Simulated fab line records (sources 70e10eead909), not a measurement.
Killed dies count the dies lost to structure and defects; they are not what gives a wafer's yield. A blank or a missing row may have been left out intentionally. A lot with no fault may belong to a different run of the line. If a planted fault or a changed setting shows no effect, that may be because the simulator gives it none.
fab line records	flow nandHarc
record lots=12	wafers=36	lastDay=34
route steps=1302 shown P_ZERO_WELL@26 P_STI@96 END@1302
lots that met no fault: taken from a fault-free run of the same line
startH: start of the lot's first displayed wafer, in hours after the record's first day	waitH: hours since the lot's step before	" identical to the entry in the row above	L1.1+2: several wafers, shown together as one row	- no value, or no start given	* or withheld: withheld	< > ~ a bound
route shown NAME@n: NAME is a module with steps in the file, n the number in the route of the first one	usual: average and standard deviation across the fault-free wafers	same: alike in all rows	chamber/n: place in a boat	sites: readings site by site	_std_site: standard deviation of those values	_edge_site: mean of outer sites minus mean of inner sites	radiusMm: for every site, how far away it sits from the centre of the wafer	mask NAME#n: copy n	behind: the last tool/chamber to shape the wafer	hold: the reason the lot was held/the length of the hold in hours/how it ended	device: names the non-switching transistor (n, p or np)	end of line: the same wafers' tests at the end of the route	a step without rows: its recipe alone	killed: at the first sort, the dies lost to defects and structure; wafer yield is something else	map: shows each die of a wafer: x if killed, . if not, _ if none is there
set.NAME: the run value of the setting; set.NAME@STEP: its run value at that earlier step	model.NAME: the simulator's own value behind a step, which no gauge read
a sample of lots followed through the steps of the route, with each step as a table and each wafer as a row
services: when a tool's chamber went out of use (startH, in hours from the record's first day, below 0 if earlier), for how many hours, and the reason
## steps
# step NHARC_P_ZERO_WELL_EXPOSE_21
# recipe na=0.6	targetCdNm=720	doseMj=22.31	maskId=P_NWELL
# usual reticleTempC=22.98/0.1
lot.wafer	tool	chamber	startH	waitH	mask	reticleTempC
L894.1	krfScanner-01	0	22.53	-	P_NWELL#0	22.94
L894.2	"	0	"	"	P_NWELL#0	23.09
L894.5	"	0	"	"	P_NWELL#0	22.97
L896.2	krfScanner-04	0	42.18	-	P_NWELL#0	23.02
L896.5	"	0	"	"	P_NWELL#0	22.98
L896.6	"	0	"	"	P_NWELL#0	23.05
L897.1	krfScanner-01	0	52.33	-	P_NWELL_R1#0	23.04
L897.2	"	0	"	"	P_NWELL_R1#0	23.16
L897.4	"	0	"	"	P_NWELL_R1#0	23.16
L898.3	krfScanner-04	0	62.49	-	P_NWELL#0	23.00
L898.4	"	0	"	"	P_NWELL#0	22.93
L898.6	"	0	"	"	P_NWELL#0	22.84
L900.1	krfScanner-01	0	82.33	-	P_NWELL#0	22.99
L900.4	"	0	"	"	P_NWELL#0	22.86
L900.6	"	0	"	"	P_NWELL#0	22.91
L902.1	krfScanner-04	0	102.46	-	P_NWELL#0	22.91
L902.2	"	0	"	"	P_NWELL#0	22.99
L902.4	"	0	"	"	P_NWELL#0	22.80
L904.2	krfScanner-03	0	122.48	-	P_NWELL#0	22.85
L904.3	"	0	"	"	P_NWELL#0	23.00
L904.4	"	0	"	"	P_NWELL#0	22.78
L906.1	krfScanner-04	0	142.66	-	P_NWELL#0	23.18
L906.2	"	0	"	"	P_NWELL#0	23.18
L906.4	"	0	"	"	P_NWELL#0	23.13
L909.3	krfScanner-04	0	172.50	-	P_NWELL#0	23.05
L909.4	"	0	"	"	P_NWELL#0	23.00
L909.5	"	0	"	"	P_NWELL#0	23.02
L910.1	krfScanner-03	0	182.45	-	P_NWELL#0	22.90
L910.4	"	0	"	"	P_NWELL#0	22.95
L910.6	"	0	"	"	P_NWELL#0	23.10
L913.2	krfScanner-04	0	212.54	-	P_NWELL#0	22.92
L913.3	"	0	"	"	P_NWELL#0	22.90
L913.6	"	0	"	"	P_NWELL#0	23.01
L917.2	krfScanner-04	0	252.75	-	P_NWELL#0	23.05
L917.5	"	0	"	"	P_NWELL#0	22.98
L917.6	"	0	"	"	P_NWELL#0	22.86
# step NHARC_P_ZERO_WELL_CD_MEAS_24
# recipe targetCdNm=720	landingEnergyEv=500
# usual cdNm=721.4/2
lot.wafer	tool	chamber	startH	waitH	cdNm
L894.1	cdSem-01	0	22.69	-	723.0
L894.2	"	0	"	"	721.1
L894.5	"	0	"	"	721.8
L896.2	cdSem-03	0	42.33	-	721.7
L896.5	"	0	"	"	721.4
L896.6	"	0	"	"	723.5
L897.1	cdSem-03	0	52.49	-	662.9
L897.2	"	0	"	"	660.2
L897.4	"	0	"	"	661.6
L898.3	cdSem-01	0	62.64	-	721.2
L898.4	"	0	"	"	723.5
L898.6	"	0	"	"	721.4
L900.1	cdSem-02	0	82.49	-	718.6
L900.4	"	0	"	"	723.4
L900.6	"	0	"	"	723.0
L902.1	cdSem-02	0	102.63	-	723.1
L902.2	"	0	"	"	722.9
L902.4	"	0	"	"	719.0
L904.2	cdSem-03	0	122.64	-	717.3
L904.3	"	0	"	"	718.2
L904.4	"	0	"	"	721.0
L906.1	cdSem-03	0	142.82	-	719.6
L906.2	"	0	"	"	722.5
L906.4	"	0	"	"	721.6
L909.3	cdSem-01	0	172.65	-	719.2
L909.4	"	0	"	"	722.0
L909.5	"	0	"	"	723.2
L910.1	cdSem-02	0	182.62	-	722.7
L910.4	"	0	"	"	722.8
L910.6	"	0	"	"	721.6
L913.2	cdSem-02	0	212.70	-	719.8
L913.3	"	0	"	"	722.1
L913.6	"	0	"	"	719.9
L917.2	cdSem-03	0	252.90	-	722.1
L917.5	"	0	"	"	720.4
L917.6	"	0	"	"	719.9
# step NHARC_P_ZERO_WELL_DESCUM_26
# recipe timeS=3	o2FlowSccm=200	arFlowSccm=0	biasPowerW=0	chemistry=O2
# usual drypumpMotorCurrentA=5.7/0.41	mfcArSccm=0.006/0.01	oesProductAu=0.997/0.012	rfVppV=57.8/0.88	showerheadPlenumPTorr=1.94/0.094	throttleValvePct=11.310/0.0086
lot.wafer	tool	chamber	startH	waitH	drypumpMotorCurrentA	mfcArSccm	oesProductAu	rfHoursCounterH	rfVppV	showerheadPlenumPTorr	throttleValvePct
L894.2	rieDiel-13	0	22.85	-	6.3	0	1.013	7	57.6	1.83	11.309
L894.1	"	1	"	"	6.1	0	0.997	9	58.3	2.07	11.317
L894.5	"	1	"	"	6.2	0	0.992	-	57.9	2.07	11.302
L896.2	rieDiel-01	2	42.53	-	5.7	0.026	0.999	2	57.4	1.89	11.304
L896.6	"	3	"	"	5.2	0.012	0.976	-	58.4	2.00	11.308
L896.5	"	0	"	"	6.2	0	1.013	-	55.9	1.87	11.309
L897.4	rieDiel-13	3	52.65	-	5.2	0.025	1.002	19	58.6	2.03	11.316
L897.2	"	0	"	"	6.3	0	1.019	20	58.5	1.82	11.310
L897.1	"	2	"	"	5.5	0	0.992	21	57.9	2.07	11.313
L898.4	rieDiel-01	0	62.82	-	6.2	0	1.010	7	58.3	1.87	11.308
L898.3	"	1	"	"	5.6	0	0.981	7	58.1	1.97	11.310
L898.6	"	2	"	"	5.7	0.026	0.989	-	57.0	1.88	11.306
L900.1	rieDiel-13	1	82.66	-	6.2	0	0.989	31	58.3	2.07	11.310
L900.6	"	0	"	"	6.3	0	1.007	-	58.4	1.82	11.296
L900.4	"	3	"	"	5.2	0.025	1.008	-	57.3	2.03	11.314
L902.2	rieDiel-02	2	102.79	-	6.0	0	0.978	19	56.6	1.85	11.327
L902.1	"	3	"	"	5.2	0	0.988	22	57.9	2.07	11.313
L902.4	"	0	"	"	5.6	0	0.996	-	58.1	1.83	11.320
L904.2	rieDiel-02	0	122.79	-	5.6	0	0.985	26	57.9	1.83	11.315
L904.4	"	1	"	"	5.3	0	1.006	14	57.6	1.99	11.302
L904.3	"	2	"	"	5.9	0	1.009	24	58.0	1.84	11.312
L906.2	rieDiel-01	0	142.99	-	6.1	0	1.013	35	56.7	1.86	11.314
L906.4	"	1	"	"	5.7	0	0.985	35	58.8	1.96	11.313
L906.1	"	2	"	"	5.7	0.026	0.995	28	57.4	1.88	11.323
L909.3	rieDiel-01	0	173.00	-	6.2	0	1.008	46	58.4	1.85	11.287
L909.4	"	1	"	"	5.6	0	0.992	48	58.2	1.96	11.295
L909.5	"	3	"	"	5.2	0.012	0.975	-	58.1	1.99	11.305
L910.1	rieDiel-01	3	182.79	-	5.1	0.012	0.986	48	58.0	1.99	11.304
L910.4	"	1	"	"	5.6	0	0.983	51	56.7	1.96	11.310
L910.6	"	3	"	"	5.1	0.012	0.987	-	59.6	1.99	11.306
L913.2	rieDiel-13	0	212.91	-	6.3	0	0.982	14	56.9	1.81	11.309
L913.3	"	2	"	"	5.5	0	0.993	14	60.1	2.05	11.309
L913.6	"	3	"	"	5.2	0.025	0.992	-	58.1	2.01	11.306
L917.2	rieDiel-02	0	253.08	-	5.6	0	0.983	9	56.9	1.81	11.299
L917.5	"	2	"	"	5.9	0	1.009	-	58.6	1.83	11.317
L917.6	"	3	"	"	5.2	0	0.988	-	59.4	2.05	11.317
# step NHARC_P_STI_OCD_MEAS_43
# usual trenchDepthNm=301/5.9	trenchFootCdNm=158.8/2.7
lot.wafer	tool	chamber	startH	waitH	trenchDepthNm	trenchFootCdNm
L894.1	ocd-01	-	45.00	-	291	158.2
L894.2	"	-	"	"	295	161.6
L894.5	"	-	"	"	290	158.9
L896.2	ocd-01	-	66.54	-	298	159.3
L896.5	"	-	"	"	310	155.7
L896.6	"	-	"	"	305	156.5
L897.1	ocd-02	-	74.30	-	309	160.5
L897.2	"	-	"	"	302	163.4
L897.4	"	-	"	"	299	161.0
L898.3	ocd-01	-	84.94	-	306	160.6
L898.4	"	-	"	"	292	155.3
L898.6	"	-	"	"	305	156.8
L900.1	ocd-01	-	103.81	-	305	155.1
L900.4	"	-	"	"	305	155.4
L900.6	"	-	"	"	309	155.8
L902.1	ocd-01	-	125.36	-	309	152.1
L902.2	"	-	"	"	311	157.7
L902.4	"	-	"	"	296	159.1
L904.2	ocd-02	-	144.45	-	308	159.8
L904.3	"	-	"	"	308	160.6
L904.4	"	-	"	"	310	158.4
L906.1	ocd-01	-	164.43	-	305	165.9
L906.2	"	-	"	"	308	162.6
L906.4	"	-	"	"	302	161.5
L909.3	ocd-01	-	196.70	-	300	161.2
L909.4	"	-	"	"	292	159.0
L909.5	"	-	"	"	303	157.4
L910.1	ocd-01	-	204.78	-	303	155.4
L910.4	"	-	"	"	300	158.3
L910.6	"	-	"	"	298	153.9
L913.2	ocd-02	-	236.96	-	297	161.4
L913.3	"	-	"	"	293	160.5
L913.6	"	-	"	"	300	160.7
L917.2	ocd-01	-	276.13	-	311	159.0
L917.5	"	-	"	"	304	156.1
L917.6	"	-	"	"	313	159.1
# step NHARC_P_STI_CMP_21
# recipe tOverpolishS=20	targetThkNm=380.67
# usual motorCurrentA=12.0/1.3	overpolishRunS=20.001/0.0093	slurryFilterDpKPa=13.48/0.15
lot.wafer	tool	chamber	startH	waitH	motorCurrentA	overpolishRunS	slurryFilterDpKPa
L894.1	cmp-04	0	66.09	0.4	10.9	19.996	13.48
L894.2	"	1	"	"	12.4	20.011	13.87
L894.5	"	0	"	"	11.1	19.987	13.43
L896.2	cmp-01	3	83.45	0.4	11.5	19.997	13.57
L896.6	"	3	"	"	11.3	20.008	13.52
L896.5	"	0	"	"	12.4	19.997	13.55
L897.4	cmp-04	1	91.68	0.4	11.6	19.999	13.54
L897.1	"	2	"	"	11.6	20.000	13.58
L897.2	"	3	"	"	10.1	20.001	13.54
L898.3	cmp-04	0	103.66	0.4	11.1	19.989	13.63
L898.4	"	1	"	"	12.3	20.009	13.90
L898.6	"	1	"	"	12.6	20.010	13.07
L900.1	cmp-01	1	120.01	0.4	12.7	20.011	13.44
L900.4	"	0	"	"	13.0	19.997	13.44
L900.6	"	2	"	"	12.4	20.000	13.77
L902.4	cmp-01	3	141.63	0.4	11.1	20.003	13.33
L902.2	"	0	"	"	12.1	20.003	13.37
L902.1	"	1	"	"	13.2	19.999	13.43
L904.2	cmp-01	3	160.99	0.4	11.2	20.022	13.53
L904.4	"	1	"	"	12.6	20.009	13.49
L904.3	"	2	"	"	13.4	19.990	13.49
L906.1	cmp-04	3	182.26	0.4	9.9	20.013	13.55
L906.2	"	0	"	"	10.7	20.009	13.53
L906.4	"	1	"	"	12.8	20.001	13.43
L909.4	cmp-01	2	215.64	0.4	13.1	20.004	13.24
L909.3	"	3	"	"	11.3	20.008	13.76
L909.5	"	2	"	"	12.7	20.007	13.35
L910.1	cmp-04	2	223.06	0.4	12.0	20.004	13.26
L910.4	"	0	"	"	11.8	20.015	13.52
L910.6	"	2	"	"	11.6	20.008	13.51
L913.3	cmp-01	3	255.48	0.4	11.2	20.016	13.31
L913.2	"	1	"	"	12.7	19.985	13.53
L913.6	"	3	"	"	11.4	19.988	13.30
L917.2	cmp-02	2	293.69	0.4	10.7	20.014	13.45
L917.5	"	3	"	"	14.6	19.990	13.54
L917.6	"	0	"	"	10.2	19.990	13.70
# step NHARC_END_SORT_01
# recipe tempC=25
# usual killedAtArray=58/19	killedAtOther=1.1/1.2	killedAtPeriphery=3.8/2.4	killedDies=63/18	killedOpen=3.3/1.8	killedShort=2.2/1.6
# same grossDies=677
lot.wafer	tool	chamber	startH	waitH	killedAtArray	killedAtOther	killedAtPeriphery	killedDies	killedOpen	killedShort
L897.1	prober-01	0	591.10	2.5	46	2	7	55	7	5
L897.2	prober-01	0	591.90	2.8	61	1	4	66	4	1
L897.4	prober-01	0	593.48	3.4	43	2	5	50	2	1
L902.1	prober-02	0	650.16	2.5	63	2	4	69	4	3
L902.2	prober-02	0	650.97	2.8	45	2	3	50	5	2
L902.4	prober-02	0	652.58	3.4	72	0	2	74	4	3
L913.2	prober-01	0	752.12	2.8	27	0	9	36	2	6
L913.3	prober-01	0	752.92	3.1	27	1	13	41	3	4
L913.6	prober-01	0	755.31	4.0	28	0	7	35	2	2
# killed by level:class
L897.1 A_CHANNEL_HOLE_D2:chamberFilmFlake=26 A_CONTACT:chamberFilmFlake=6 A_DECK1_JOINT:geometricParticle:open=2 A_ONON_D2:geometricParticle:open=2 P_ZERO_WELL:chamberFilmFlake=2 A_CHANNEL_HOLE_D1:chamberFilmFlake=2 THIN_TSV:chamberFilmFlake=2 P_STI:geometricParticle:open=1
L897.2 A_CHANNEL_HOLE_D2:chamberFilmFlake=36 A_CONTACT:chamberFilmFlake=12 P_ZERO_WELL:chamberFilmFlake=3 A_SOURCE_PLATE:geometricParticle:open=2 A_DECK1_JOINT:chamberFilmFlake=2 A_M1:chamberFilmFlake=2 A_ONON_D2:geometricParticle:open=1 A_CHANNEL_FILL_D2:geometricParticle:short=1
L897.4 A_CHANNEL_HOLE_D2:chamberFilmFlake=25 A_CHANNEL_HOLE_D1:chamberFilmFlake=6 A_CONTACT:chamberFilmFlake=4 A_M1:chamberFilmFlake=3 P_ZERO_WELL:chamberFilmFlake=2 THIN_TSV:chamberFilmFlake=2 P_ZERO_WELL:areaExpose=2 P_CONTACT:geometricParticle:open=1
L902.1 A_CHANNEL_HOLE_D1:chamberFilmFlake=30 A_CHANNEL_HOLE_D2:chamberFilmFlake=23 A_SLIT:chamberFilmFlake=2 P_STI:geometricParticle:short=1 P_M2:geometricParticle:open=1 A_ONON_D1:geometricParticle:short=1 A_DECK1_JOINT:geometricParticle:open=1 A_DECK1_JOINT:geometricParticle:short=1
L902.2 A_CHANNEL_HOLE_D1:chamberFilmFlake=24 A_CHANNEL_HOLE_D2:chamberFilmFlake=13 A_CHANNEL_FILL_D2:geometricParticle:open=2 THIN_TSV:chamberFilmFlake=2 P_STI:geometricParticle:open=1 A_ONON_D2:geometricParticle:short=1 A_WL_FILL:geometricParticle:short=1 A_WL_FILL:geometricParticle:open=1
L902.4 A_CHANNEL_HOLE_D1:chamberFilmFlake=33 A_CHANNEL_HOLE_D2:chamberFilmFlake=24 A_CONTACT:chamberFilmFlake=4 A_SLIT:chamberFilmFlake=2 P_CONTACT:geometricParticle:open=1 P_M1:geometricParticle:open=1 A_DECK1_JOINT:geometricParticle:short=1 A_ONON_D2:geometricParticle:open=1
L913.2 A_CHANNEL_HOLE_D1:chamberFilmFlake=9 P_CONTACT:chamberFilmFlake=6 A_SLIT:chamberFilmFlake=5 A_CONTACT:chamberFilmFlake=4 P_GATE:geometricParticle:open=1 P_CONTACT:geometricParticle:short=1 A_ONON_D1:geometricParticle:open=1 A_CHANNEL_FILL_D1:geometricParticle:short=1
L913.3 A_CHANNEL_HOLE_D1:chamberFilmFlake=12 P_CONTACT:chamberFilmFlake=8 A_STAIRCASE:chamberFilmFlake=5 A_SLIT:chamberFilmFlake=3 P_M0:geometricParticle:open=2 P_ZERO_WELL:chamberFilmFlake=2 A_CONTACT:chamberFilmFlake=2 P_CONTACT:geometricParticle:short=1
L913.6 A_CHANNEL_HOLE_D1:chamberFilmFlake=11 A_SLIT:chamberFilmFlake=8 P_CONTACT:chamberFilmFlake=3 P_ZERO_WELL:chamberFilmFlake=2 A_WL_FILL:chamberFilmFlake=2 A_CONTACT:chamberFilmFlake=2 P_M2:geometricParticle:short=1 A_ONON_D1:geometricParticle:open=1
## services
tool	chamber	startH	hours	kind
rieDiel-13	3	6.78	7.8	repair
krfScanner-04	-	10.00	4.0	pm
cmp-04	-	13.00	4.0	pm
rieDiel-01	-	26.88	9.0	pm
rieDiel-13	-	34.32	0.9	repair
cmp-04	-	35.44	0.7	repair
cmp-01	-	48.94	2.2	repair
krfScanner-04	-	86.66	3.9	repair
cmp-01	-	95.53	4.0	pm
cmp-04	-	97.32	2.6	repair
rieDiel-01	2	99.19	12.6	repair
cmp-04	-	111.00	4.0	pm
krfScanner-04	-	120.93	4.2	repair
krfScanner-04	-	132.52	0.4	repair
krfScanner-04	-	182.00	4.0	pm
rieDiel-01	3	186.41	2.4	repair
cmp-01	-	193.53	4.0	pm
rieDiel-01	-	203.90	9.0	pm
cmp-04	-	209.00	4.0	pm
rieDiel-01	2	213.88	3.6	repair
cmp-01	-	237.91	0.8	repair
rieDiel-01	0	242.49	4.3	repair
rieDiel-01	0	249.97	6.0	repair
cmp-01	-	291.53	4.0	pm
## key
firstSign step=NHARC_P_ZERO_WELL_EXPOSE_21	reading=mask	direction=changed
effect step=NHARC_P_ZERO_WELL_CD_MEAS_24	reading=cdNm	direction=down	sigmas=31	usual=721.4	struck=661.6
metAt NHARC_P_ZERO_WELL_EXPOSE_21
struckLots L897
testerLeftOut L897
notActingAt NHARC_P_ZERO_WELL_DESCUM_26,NHARC_P_STI_OCD_MEAS_43,NHARC_P_STI_CMP_21
onsetBetween 22.53 52.33
fault kind=wrongMask	tool=any	chamber=-	onsetH=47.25	steps=NHARC_P_ZERO_WELL_EXPOSE_21	auxCopy=P_NWELL_R1#0	cdOffsetNm=-57.316	scope=struckLotsOnly
# testerLeftOut: of these lots the tester's yield and bins aren't shown, on N5 and GAA mostly nor the transistor test; their killed dies are dies lost to structure and defects alone, not to doping, threshold or leakage, so they don't give the yield
